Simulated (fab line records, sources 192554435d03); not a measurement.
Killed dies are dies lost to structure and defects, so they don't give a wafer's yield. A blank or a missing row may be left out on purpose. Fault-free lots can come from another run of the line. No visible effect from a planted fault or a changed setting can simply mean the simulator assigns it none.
fab line records	flow n5_finfet
[record] lots = 7	wafers = 21
route steps=1938 shown BEOL_M1@794 BEOL_M2@890 BEOL_M3@960 BEOL_M4@1064 BEOL_M5@1141
start_h: start of the lot's first displayed wafer, in hours after the record's first day	wait_h: hours since the lot's step before	" identical to the entry in the row above	L1.1+2: one row covering several wafers at once	- value missing, or start not given	* or withheld: withheld	< > ~ a bound
route shown NAME@n: a module of which the file shows steps, and the number in the route of the first	usual: mean and standard deviation over wafers with no fault	same: alike in all rows	chamber/n: place in a boat	sites: readings site by site	_std_site: the values' standard deviation	_edge_site: mean of outer sites minus mean of inner sites	radius_mm: for every site, how far away it sits from the centre of the wafer	mask NAME#n: copy n	behind: the tool/chamber that last shaped the wafer	hold: reason for holding the lot/hours on hold/outcome of the hold	device: names the non-switching transistor (n, p or np)	end of line: tests run on the same wafers once the route is complete	step lacking rows: just its recipe	killed: dies that structure and defects cost at the first sort, which is not the same as the wafer's yield	map: per-die view of a wafer (x killed, . not killed, _ where there is no die)
set.NAME: setting as actually run; set.NAME@STEP: the setting as run at that earlier step	model.NAME: the simulator's own value behind a step, which no gauge read
lots run with intentionally changed settings; tables by step, rows by wafer
[[steps]]
[step N5_BEOL_M1_ETCH_70]
[recipe] chemistry = N2/H2	target = SOC	target_depth_a = 800	overetch_a = 160	mask_material = SiARC	temp_c = 40	time_s = 120	ion_energy_ev = 200	pressure_mtorr = 30	source_w = 840	bias_w = 150	n2_flow_sccm = 200	h2_flow_sccm = 200
lot.wafer	tool	chamber	start_h	wait_h	set.time_s	model.SiARC_of_BEOL_M1_COAT_68.thk_nm
L078.1	rie_diel-04	3	152.26	0.0	120	6.2
L078.4+6	"	0,1	"	"	146.3	5
L079.2	rie_diel-01	0	158.06	0.0	101.3	7.4
L079.3	"	2	"	"	120	6.4
L079.5	"	1	"	"	101.3	7.2
L082.4	rie_diel-01	1	177.93	0.1	120	6.4
L082.5	"	1	"	"	130.3	5.8
L082.6	"	2	"	"	120	6.6
L083.2+4	rie_diel-01	2	185.74	0.0	120	6.6
L083.6	"	0	"	"	120	6.4
L086.3+6	rie_diel-01	3	212.82	0.0	120	6
L086.5	"	2	"	"	120	6.6
L093.1	rie_diel-03	0	253.65	0.0	120	6.4
L093.5	"	3	"	"	107.1	6.6
L093.6	"	2	"	"	107.1	7.2
L097.1+6	rie_diel-03	1,0	276.77	0.0	120	6.4
L097.5	"	3	"	"	120	6
[step N5_BEOL_M1_TRENCH_ETCH_37]
[recipe] chemistry = C4F6/O2	target_depth_a = 552.07	target = SiOC	time_s = 29	ion_energy_ev = 250	pressure_mtorr = 30	source_w = 355	bias_w = 185	Ar_flow_sccm = 300	C4F6_flow_sccm = 10	O2_flow_sccm = 10
lot.wafer	tool	chamber	start_h	wait_h	set.time_s	model.etch.depth_nm	model.BEOL_M1.feature_depth_nm
L078.1	rie_diel-04	3	-	-	33.24	62.91	63
L078.4	"	0	"	"	33.24	63.27	63.2
L078.6	"	1	"	"	29	54.69	54.6
L079.2	rie_diel-01	0	-	-	29	53.14	53.2
L079.3	"	2	"	"	29	54.07	54
L079.5	"	1	"	"	29	55.65	55.6
L082.4	rie_diel-01	1	-	-	22.51	42.7	42.6
L082.5	"	1	"	"	29	54.71	54.8
L082.6	"	2	"	"	29	54.27	54.2
L083.2	rie_diel-01	2	-	-	34.76	65.08	65
L083.4	"	2	"	"	34.76	64.86	64.8
L083.6	"	0	"	"	29	55.65	55.6
L086.3	rie_diel-01	3	-	-	29	57.1	57
L086.5	"	2	"	"	29	54.01	54
L086.6	"	3	"	"	29	56.49	56.4
L093.1	rie_diel-03	0	-	-	31.7	60.19	60.2
L093.5	"	3	"	"	29	56.78	56.8
L093.6	"	2	"	"	31.7	58.31	58.4
L097.1	rie_diel-03	1	-	-	24.09	44.44	44.4
L097.5	"	3	"	"	24.09	46.49	46.4
L097.6	"	0	"	"	24.09	45.16	45.2
[step N5_BEOL_M1_ETCH_41]
[recipe] chemistry = CH3F/O2	target = SiCN	target_depth_a = 319	taper_deg = 2	time_s = 57.8	ion_energy_ev = 120	mask_material = TiN	pressure_mtorr = 30	source_w = 395	bias_w = 75	Ar_flow_sccm = 150	CH3F_flow_sccm = 30	O2_flow_sccm = 20
[step N5_BEOL_M1_STRIP_97]
[recipe] chemistry = N2/H2	time_s = 10	power_w = 450	temp_c = 40	pressure_mtorr = 20	rf_frequency_hz = 6e+07	bias_power_w = 7	n2_flow_sccm = 200	h2_flow_sccm = 200
[step N5_BEOL_M1_OCD_MEAS_38]
[usual] trench_depth_nm = 55.0/1.1
lot.wafer	tool	chamber	start_h	wait_h	set.time_s@BEOL_M1_TRENCH_ETCH_37	trench_depth_nm
L078.1	ocd-02	-	152.62	-	33.24	62.9
L078.4	"	-	"	"	33.24	63.1
L078.6	"	-	"	"	29	54.7
L079.2	ocd-01	-	158.42	-	29	53.9
L079.3	"	-	"	"	29	53.4
L079.5	"	-	"	"	29	55.8
L082.4	ocd-01	-	178.41	-	22.51	42.8
L082.5	"	-	"	"	29	54.8
L082.6	"	-	"	"	29	54.3
L083.2	ocd-01	-	186.11	-	34.76	64.9
L083.4	"	-	"	"	34.76	65.1
L083.6	"	-	"	"	29	56.0
L086.3	ocd-01	-	213.18	-	29	57.3
L086.5	"	-	"	"	29	54.4
L086.6	"	-	"	"	29	56.5
L093.1	ocd-02	-	254.01	-	31.7	60.6
L093.5	"	-	"	"	29	57.0
L093.6	"	-	"	"	31.7	58.1
L097.1	ocd-02	-	277.13	-	24.09	44.6
L097.5	"	-	"	"	24.09	45.3
L097.6	"	-	"	"	24.09	45.2
[step N5_BEOL_M2_TRENCH_ETCH_37]
[recipe] chemistry = C4F6/O2	target_depth_a = 555.55	target = SiOC	time_s = 29.2	ion_energy_ev = 250	pressure_mtorr = 30	source_w = 355	bias_w = 185	Ar_flow_sccm = 300	C4F6_flow_sccm = 10	O2_flow_sccm = 10
[usual] rf_vpp_V = 661/10
lot.wafer	tool	chamber	start_h	wait_h	set.source_w	rf_vpp_V
L078.1	rie_diel-05	2	-	-	355	669
L078.4	"	3	"	"	355	651
L078.6	"	3	"	"	355	652
L079.2	rie_diel-05	2	-	-	414.8	618
L079.3	"	1	"	"	355	659
L079.5	"	2	"	"	355	668
L082.4	rie_diel-02	3	-	-	306	722
L082.5	"	2	"	"	355	649
L082.6	"	0	"	"	355	655
L083.2	rie_diel-02	3	-	-	355	667
L083.4	"	0	"	"	402.7	616
L083.6	"	0	"	"	355	654
L086.3	rie_diel-05	2	-	-	355	669
L086.5	"	2	"	"	355	668
L086.6	"	1	"	"	355	658
L093.1	rie_diel-06	3	-	-	355	648
L093.5	"	2	"	"	355	688
L093.6	"	3	"	"	355	646
L097.1	rie_diel-05	1	-	-	355	656
L097.5	"	0	"	"	355	669
L097.6	"	1	"	"	355	656
[step N5_BEOL_M3_COAT_22]
[recipe] resist = CAR-EUV	spin_rpm = 1500	resist_thk_nm = 30
lot.wafer	tool	chamber	start_h	wait_h	set.spin_rpm	model.CAR-EUV_of_BEOL_M3_COAT_22.thk_nm
L078.1	litho_track-01	0	-	-	1500	30
L078.4+6	"	0	"	"	1577	29.2
L079.2+3	litho_track-01	0	-	-	1602	29
L079.5	"	0	"	"	1500	30
L082.4+5+6	litho_track-01	0	-	-	1500	30
L083.2+4	litho_track-01	0	-	-	1620	28.8
L083.6	"	0	"	"	1500	29.8
L086.3+5+6	litho_track-02	0	-	-	1500	29.8
L093.1+5+6	litho_track-02	0	-	-	1500	29.8
L097.1	litho_track-02	0	-	-	1500	29.8
L097.5+6	"	0	"	"	1648	28.6
[step N5_BEOL_M3_EBR_24]
[recipe] solvent = PGMEA	ebr_width_mm = 1.5
[step N5_BEOL_M3_SOFTBAKE_23]
[recipe] temp_c = 110	time_s = 60	resist = CAR-EUV
[step N5_BEOL_M3_DESCUM_33]
[recipe] chemistry = O2	time_s = 7	source_power_w = 50	bias_power_w = 20	pressure_mtorr = 20	rf_frequency_hz = 2.712e+07	temp_c = 40	resist = CAR-EUV	o2_flow_sccm = 225
lot.wafer	tool	chamber	start_h	wait_h	set.spin_rpm@BEOL_M3_COAT_22	model.CAR-EUV_of_BEOL_M3_COAT_22.thk_nm
L078.1	rie_diel-01	1	185.53	0.1	1500	26
L078.4	"	0	"	"	1577	25.4
L078.6	"	1	"	"	1577	25.2
L079.2+3	rie_diel-04	1,3	203.29	0.0	1602	25
L079.5	"	0	"	"	1500	26
L082.4+6	rie_diel-03	3,1	209.62	0.0	1500	26
L082.5	"	2	"	"	1500	26.2
L083.2+4	rie_diel-04	1,2	211.86	0.0	1620	24.8
L083.6	"	3	"	"	1500	26
L086.3	rie_diel-04	1	236.48	0.0	1500	25.8
L086.5+6	"	3,0	"	"	1500	26
L093.1+5+6	rie_diel-01	1,1,2	269.96	0.1	1500	26
L097.1	rie_diel-04	2	309.91	0.2	1500	26
L097.5+6	"	1,3	"	"	1648	24.6
[step N5_BEOL_M3_ETCH_70]
[recipe] chemistry = N2/H2	target = SOC	target_depth_a = 800	overetch_a = 160	mask_material = SiARC	temp_c = 40	time_s = 120	ion_energy_ev = 200	pressure_mtorr = 30	source_w = 840	bias_w = 150	n2_flow_sccm = 200	h2_flow_sccm = 200
[usual] rf_vpp_V = 524.0/2.3
lot.wafer	tool	chamber	start_h	wait_h	set.source_w	rf_vpp_V
L078.1	rie_diel-03	2	189.63	0.0	840	526.4
L078.4	"	0	"	"	725.2	550.3
L078.6	"	0	"	"	840	524.4
L079.2	rie_diel-04	2	217.75	0.0	773.7	537.0
L079.3	"	3	"	"	840	524.2
L079.5	"	3	"	"	840	523.7
L082.4	rie_diel-01	2	220.99	0.0	907.5	513.8
L082.5	"	3	"	"	840	525.6
L082.6	"	2	"	"	907.5	512.8
L083.2	rie_diel-04	1	228.84	0.0	840	521.4
L083.4	"	0	"	"	840	527.0
L083.6	"	3	"	"	840	522.8
L086.3	rie_diel-04	1	263.78	0.0	840	520.5
L086.5	"	1	"	"	840	520.5
L086.6	"	0	"	"	840	525.2
L093.1	rie_diel-03	1	283.04	0.0	840	525.6
L093.5	"	1	"	"	840	526.6
L093.6	"	2	"	"	840	526.2
L097.1	rie_diel-01	2	319.46	0.0	840	527.3
L097.5	"	3	"	"	840	525.4
L097.6	"	2	"	"	840	526.1
[step N5_BEOL_M3_ETCH_41]
[recipe] chemistry = CH3F/O2	target = SiCN	target_depth_a = 299	taper_deg = 2	time_s = 52.5	ion_energy_ev = 120	mask_material = TiN	pressure_mtorr = 30	source_w = 395	bias_w = 75	Ar_flow_sccm = 150	CH3F_flow_sccm = 30	O2_flow_sccm = 20
lot.wafer	tool	chamber	start_h	wait_h	set.target_depth_a	model.etch.depth_nm
L078.1	rie_diel-03	2	-	-	299	19.28
L078.4	"	0	"	"	299	19.75
L078.6	"	0	"	"	299	19.86
L079.2	rie_diel-04	2	-	-	299	20.11
L079.3	"	3	"	"	299	19.89
L079.5	"	3	"	"	311.2	20.71
L082.4	rie_diel-01	2	-	-	327.3	21.3
L082.5	"	3	"	"	299	20.58
L082.6	"	2	"	"	299	19.43
L083.2	rie_diel-04	1	-	-	299	19.69
L083.4	"	0	"	"	267.2	17.55
L083.6	"	3	"	"	267.2	17.91
L086.3	rie_diel-04	1	-	-	299	19.54
L086.5	"	1	"	"	299	19.45
L086.6	"	0	"	"	299	19.64
L093.1	rie_diel-03	1	-	-	320.1	20.67
L093.5	"	1	"	"	299	19.33
L093.6	"	2	"	"	299	19.39
L097.1	rie_diel-01	2	-	-	262.9	16.93
L097.5	"	3	"	"	299	20.38
L097.6	"	2	"	"	299	19.21
[step N5_BEOL_M4_ETCH_70]
[recipe] chemistry = N2/H2	target = SOC	target_depth_a = 800	overetch_a = 240	mask_material = SiARC	temp_c = 40	time_s = 130	ion_energy_ev = 200	pressure_mtorr = 30	source_w = 840	bias_w = 150	n2_flow_sccm = 200	h2_flow_sccm = 200
lot.wafer	tool	chamber	start_h	wait_h	set.time_s	model.SiARC_of_BEOL_M4_COAT_68.thk_nm
L078.1+4	rie_diel-06	1,2	213.09	0.0	113.3	6.4
L078.6	"	1	"	"	130	5.6
L079.2	rie_diel-05	2	234.20	0.0	130	6
L079.3+5	"	3,1	"	"	113.2	6.6
L082.4	rie_diel-02	0	239.99	0.0	130	6
L082.5	"	0	"	"	149.5	5.2
L082.6	"	3	"	"	130	5.8
L083.2+4	rie_diel-06	1,2	240.49	0.0	130	6
L083.6	"	2	"	"	146.3	5.2
L086.3+5+6	rie_diel-05	0,1,0	276.65	0.0	130	6
L093.1	rie_diel-05	1	312.48	0.0	148.8	5
L093.5	"	2	"	"	130	6
L093.6	"	3	"	"	130	5.8
L097.1	rie_diel-02	0	342.77	0.0	151.7	4.8
L097.5	"	1	"	"	130	6
L097.6	"	0	"	"	151.7	5
[step N5_BEOL_M4_TRENCH_ETCH_37]
[recipe] chemistry = C4F6/O2	target_depth_a = 555.55	target = SiOC	time_s = 29.2	ion_energy_ev = 250	pressure_mtorr = 30	source_w = 355	bias_w = 185	Ar_flow_sccm = 300	C4F6_flow_sccm = 10	O2_flow_sccm = 10
[usual] rf_vpp_V = 661/11
lot.wafer	tool	chamber	start_h	wait_h	set.bias_w	rf_vpp_V
L078.1	rie_diel-06	1	-	-	185	658
L078.4	"	2	"	"	204.8	745
L078.6	"	1	"	"	185	660
L079.2	rie_diel-05	2	-	-	202.4	717
L079.3	"	3	"	"	185	650
L079.5	"	1	"	"	202.4	707
L082.4	rie_diel-02	0	-	-	174.3	624
L082.5	"	0	"	"	185	654
L082.6	"	3	"	"	174.3	637
L083.2	rie_diel-06	1	-	-	198	696
L083.4	"	2	"	"	185	687
L083.6	"	2	"	"	185	688
L086.3	rie_diel-05	0	-	-	185	668
L086.5	"	1	"	"	185	656
L086.6	"	0	"	"	185	669
L093.1	rie_diel-05	1	-	-	185	657
L093.5	"	2	"	"	185	668
L093.6	"	3	"	"	162.6	586
L097.1	rie_diel-02	0	-	-	185	652
L097.5	"	1	"	"	171	620
L097.6	"	0	"	"	185	653
[step N5_BEOL_M5_COAT_74]
[recipe] resist = underlayer	temp_c = 205	time_s = 60	spin_rpm = 1500	resist_thk_nm = 5
lot.wafer	tool	chamber	start_h	wait_h	set.spin_rpm
L078.1+4+6	litho_track-01	0	-	-	1500
L079.2+3	litho_track-05	0	-	-	1668
L079.5	"	0	"	"	1500
L082.4	litho_track-01	0	-	-	1592
L082.5+6	"	0	"	"	1500
L083.2+6	litho_track-05	0	-	-	1500
L083.4	"	0	"	"	1638
L086.3+5+6	litho_track-04	0	-	-	1500
L093.1+5	litho_track-01	0	-	-	1500
L093.6	"	0	"	"	1551
L097.1+5	litho_track-05	0	-	-	1500
L097.6	"	0	"	"	1378
[step N5_BEOL_M5_EXPOSE_25]
[recipe] mask_id = V4	na = 0.33	source_shape = quasar	sigma_inner = 0.2	sigma_outer = 0.6	polarization = unpolarized	defocus_nm = 10	dose_mj = 52.75
lot.wafer	tool	chamber	start_h	wait_h	mask	set.dose_mj
L078.1	euv_scanner-01	0	224.00	-	V4#0	50.46
L078.4+6	"	0	"	"	V4#0	52.75
L079.2+5	euv_scanner-02	0	243.48	-	V4#0	52.75
L079.3	"	0	"	"	V4#0	56.25
L082.4	euv_scanner-01	0	251.11	-	V4#0	52.75
L082.5+6	"	0	"	"	V4#0	54.87
L083.2	euv_scanner-01	0	253.44	-	V4#0	49.09
L083.4+6	"	0	"	"	V4#0	52.75
L086.3+5+6	euv_scanner-01	0	285.68	-	V4#0	52.75
L093.1	euv_scanner-02	0	323.09	-	V4#0	56.34
L093.5+6	"	0	"	"	V4#0	52.75
L097.1+5	euv_scanner-01	0	351.61	-	V4#0	52.75
L097.6	"	0	"	"	V4#0	54.78
[step N5_BEOL_M5_PEB_26]
[recipe] peb_temp_c = 100	peb_time_s = 60	resist = CAR-EUV
[step N5_BEOL_M5_DEVELOP_27]
[recipe] develop_time_s = 30	developer = TMAH	resist = CAR-EUV	rinse_liquid = surfactant_rinse	dry = air_spin	dev_temp_c = 23
[step N5_BEOL_M5_CD_MEAS_28]
[recipe] target_cd_nm = 30.6	landing_energy_ev = 500	detector = se_inlens	target_cd_y_nm = 20	polarity = opening
[usual] cd_nm = 30.7/0.31
lot.wafer	tool	chamber	start_h	wait_h	set.dose_mj@BEOL_M5_EXPOSE_25	cd_nm
L078.1	cd_sem-01	0	224.14	-	50.46	29.9
L078.4	"	0	"	"	52.75	30.8
L078.6	"	0	"	"	52.75	30.9
L079.2	cd_sem-01	0	243.61	-	52.75	31.0
L079.3	"	0	"	"	56.25	32.6
L079.5	"	0	"	"	52.75	30.9
L082.4	cd_sem-02	0	251.23	-	52.75	30.6
L082.5	"	0	"	"	54.87	31.2
L082.6	"	0	"	"	54.87	31.6
L083.2	cd_sem-03	0	253.57	-	49.09	29.1
L083.4	"	0	"	"	52.75	31.2
L083.6	"	0	"	"	52.75	30.7
L086.3	cd_sem-03	0	285.81	-	52.75	31.0
L086.5	"	0	"	"	52.75	30.9
L086.6	"	0	"	"	52.75	31.1
L093.1	cd_sem-02	0	323.23	-	56.34	32.0
L093.5	"	0	"	"	52.75	30.8
L093.6	"	0	"	"	52.75	31.1
L097.1	cd_sem-01	0	351.75	-	52.75	31.0
L097.5	"	0	"	"	52.75	30.4
L097.6	"	0	"	"	54.78	31.5
[step N5_BEOL_M5_DESCUM_33]
[recipe] chemistry = O2	time_s = 7	source_power_w = 50	bias_power_w = 20	pressure_mtorr = 20	rf_frequency_hz = 2.712e+07	temp_c = 40	resist = CAR-EUV	o2_flow_sccm = 225
[step N5_BEOL_M5_ETCH_75]
[recipe] chemistry = N2/H2	target = underlayer	target_depth_a = 65	mask_material = CAR-EUV	time_s = 5.2	ion_energy_ev = 200	pressure_mtorr = 30	source_w = 840	bias_w = 150	n2_flow_sccm = 200	h2_flow_sccm = 200	ends = cleared
lot.wafer	tool	chamber	start_h	wait_h	set.spin_rpm@BEOL_M5_COAT_74	set.dose_mj@BEOL_M5_EXPOSE_25	model.BEOL_M5.cd_nm	model.etch.depth_nm
L078.1	rie_diel-03	2	224.80	0.0	1500	50.46	27.4	4.987
L078.4	"	3	"	"	1500	52.75	28.2	4.989
L078.6	"	2	"	"	1500	52.75	28.8	4.994
L079.2	rie_diel-03	3	244.30	0.0	1668	52.75	28.4	4.765
L079.3	"	1	"	"	1668	56.25	30	4.742
L079.5	"	1	"	"	1500	52.75	28	5.025
L082.4	rie_diel-04	0	251.38	0.0	1592	52.75	28.4	4.875
L082.5	"	0	"	"	1500	54.87	29.8	5.019
L082.6	"	1	"	"	1500	54.87	28.6	5.013
L083.2	rie_diel-04	3	253.75	0.0	1500	49.09	26.4	5.004
L083.4	"	0	"	"	1638	52.75	28.2	4.788
L083.6	"	0	"	"	1500	52.75	28.2	5.008
L086.3	rie_diel-01	2	285.96	0.0	1500	52.75	28.8	4.994
L086.5	"	3	"	"	1500	52.75	28.4	4.994
L086.6	"	0	"	"	1500	52.75	28.8	4.996
L093.1	rie_diel-03	2	323.39	0.0	1500	56.34	30.4	5.013
L093.5	"	0	"	"	1500	52.75	27.8	5.011
L093.6	"	3	"	"	1551	52.75	28.2	4.92
L097.1	rie_diel-04	1	351.91	0.0	1500	52.75	28.2	5.019
L097.5	"	0	"	"	1500	52.75	27.6	5.007
L097.6	"	3	"	"	1378	54.78	29.2	5.212
[step N5_BEOL_M5_ETCH_67]
[recipe] chemistry = CF4	target = SiARC	target_depth_a = 156	mask_material = CAR-EUV	time_s = 26	ion_energy_ev = 80	pressure_mtorr = 40	source_w = 545	bias_w = 36	Ar_flow_sccm = 100	cf4_flow_sccm = 100	ends = cleared
lot.wafer	tool	chamber	start_h	wait_h	set.dose_mj@BEOL_M5_EXPOSE_25	model.BEOL_M5.cd_nm
L078.1	rie_diel-03	2	224.81	0.0	50.46	27.6
L078.4	"	3	"	"	52.75	28.2
L078.6	"	2	"	"	52.75	28.8
L079.2+5	rie_diel-03	3,1	244.31	0.0	52.75	28.2
L079.3	"	1	"	"	56.25	30.2
L082.4	rie_diel-04	0	251.40	0.0	52.75	28.2
L082.5	"	0	"	"	54.87	29.6
L082.6	"	1	"	"	54.87	28.6
L083.2	rie_diel-04	3	253.76	0.0	49.09	26.6
L083.4	"	0	"	"	52.75	28
L083.6	"	0	"	"	52.75	28.2
L086.3	rie_diel-01	2	285.98	0.0	52.75	29
L086.5	"	3	"	"	52.75	28.4
L086.6	"	0	"	"	52.75	28.6
L093.1	rie_diel-03	2	323.40	0.0	56.34	30.2
L093.5	"	0	"	"	52.75	27.8
L093.6	"	3	"	"	52.75	28.2
L097.1	rie_diel-04	1	351.92	0.0	52.75	28.2
L097.5	"	0	"	"	52.75	27.6
L097.6	"	3	"	"	54.78	29.2
[step N5_BEOL_M5_ETCH_68]
[recipe] chemistry = N2/H2	target = SOC	target_depth_a = 800	overetch_a = 160	mask_material = SiARC	temp_c = 40	time_s = 120	ion_energy_ev = 200	pressure_mtorr = 30	source_w = 840	bias_w = 150	n2_flow_sccm = 200	h2_flow_sccm = 200
lot.wafer	tool	chamber	start_h	wait_h	set.dose_mj@BEOL_M5_EXPOSE_25	model.BEOL_M5.cd_nm
L078.1	rie_diel-03	2	224.84	0.0	50.46	27
L078.4	"	3	"	"	52.75	28.2
L078.6	"	2	"	"	52.75	28.4
L079.2	rie_diel-03	3	244.34	0.0	52.75	28.6
L079.3	"	1	"	"	56.25	30.2
L079.5	"	1	"	"	52.75	28
L082.4	rie_diel-04	0	251.43	0.0	52.75	28.4
L082.5	"	0	"	"	54.87	29.8
L082.6	"	1	"	"	54.87	28.6
L083.2	rie_diel-04	3	253.79	0.0	49.09	26.6
L083.4	"	0	"	"	52.75	28.2
L083.6	"	0	"	"	52.75	28.4
L086.3	rie_diel-01	2	286.01	0.0	52.75	28.8
L086.5	"	3	"	"	52.75	28.4
L086.6	"	0	"	"	52.75	28.6
L093.1	rie_diel-03	2	323.43	0.0	56.34	30
L093.5	"	0	"	"	52.75	27.4
L093.6	"	3	"	"	52.75	28.2
L097.1	rie_diel-04	1	351.95	0.0	52.75	28
L097.5	"	0	"	"	52.75	27.8
L097.6	"	3	"	"	54.78	29
[[key]]
[split] step = N5_BEOL_M1_ETCH_70	setting = time_s	stated = 120	by = wafer
[response] step = N5_BEOL_M1_ETCH_70	reading = model.SiARC_of_BEOL_M1_COAT_68.thk_nm	change = -0.0567	per = 1%	r = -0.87
[split] step = N5_BEOL_M1_TRENCH_ETCH_37	setting = time_s	stated = 29	by = wafer
[response] step = N5_BEOL_M1_TRENCH_ETCH_37	reading = model.etch.depth_nm	change = +0.497	per = 1%	r = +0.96
[response] step = N5_BEOL_M1_TRENCH_ETCH_37	reading = model.BEOL_M1.feature_depth_nm	change = +0.501	per = 1%	r = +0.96
[response] step = N5_BEOL_M1_OCD_MEAS_38	reading = trench_depth_nm	change = +0.491	per = 1%	r = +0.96
[split] step = N5_BEOL_M2_TRENCH_ETCH_37	setting = source_w	stated = 355	by = wafer
[response] step = N5_BEOL_M2_TRENCH_ETCH_37	reading = rf_vpp_V	change = -3.56	per = 1%	r = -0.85
[split] step = N5_BEOL_M3_COAT_22	setting = spin_rpm	stated = 1500	by = wafer
[response] step = N5_BEOL_M3_COAT_22	reading = model.CAR-EUV_of_BEOL_M3_COAT_22.thk_nm	change = -0.131	per = 1%	r = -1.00
[response] step = N5_BEOL_M3_DESCUM_33	reading = model.CAR-EUV_of_BEOL_M3_COAT_22.thk_nm	change = -0.145	per = 1%	r = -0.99
[split] step = N5_BEOL_M3_ETCH_70	setting = source_w	stated = 840	by = wafer
[response] step = N5_BEOL_M3_ETCH_70	reading = rf_vpp_V	change = -1.73	per = 1%	r = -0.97
[split] step = N5_BEOL_M3_ETCH_41	setting = target_depth_a	stated = 299	by = wafer
[response] step = N5_BEOL_M3_ETCH_41	reading = model.etch.depth_nm	change = +0.192	per = 1%	r = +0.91
[split] step = N5_BEOL_M4_ETCH_70	setting = time_s	stated = 130	by = wafer
[response] step = N5_BEOL_M4_ETCH_70	reading = model.SiARC_of_BEOL_M4_COAT_68.thk_nm	change = -0.0582	per = 1%	r = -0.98
[split] step = N5_BEOL_M4_TRENCH_ETCH_37	setting = bias_w	stated = 185	by = wafer
[response] step = N5_BEOL_M4_TRENCH_ETCH_37	reading = rf_vpp_V	change = +5.88	per = 1%	r = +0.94
[split] step = N5_BEOL_M5_COAT_74	setting = spin_rpm	stated = 1500	by = wafer
[response] step = N5_BEOL_M5_ETCH_75	reading = model.etch.depth_nm	change = -0.0241	per = 1%	r = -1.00
[split] step = N5_BEOL_M5_EXPOSE_25	setting = dose_mj	stated = 52.75	by = wafer
[response] step = N5_BEOL_M5_CD_MEAS_28	reading = cd_nm	change = +0.223	per = 1%	r = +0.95
[response] step = N5_BEOL_M5_ETCH_75	reading = model.BEOL_M5.cd_nm	change = +0.286	per = 1%	r = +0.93
[response] step = N5_BEOL_M5_ETCH_67	reading = model.BEOL_M5.cd_nm	change = +0.272	per = 1%	r = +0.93
[response] step = N5_BEOL_M5_ETCH_68	reading = model.BEOL_M5.cd_nm	change = +0.279	per = 1%	r = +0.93
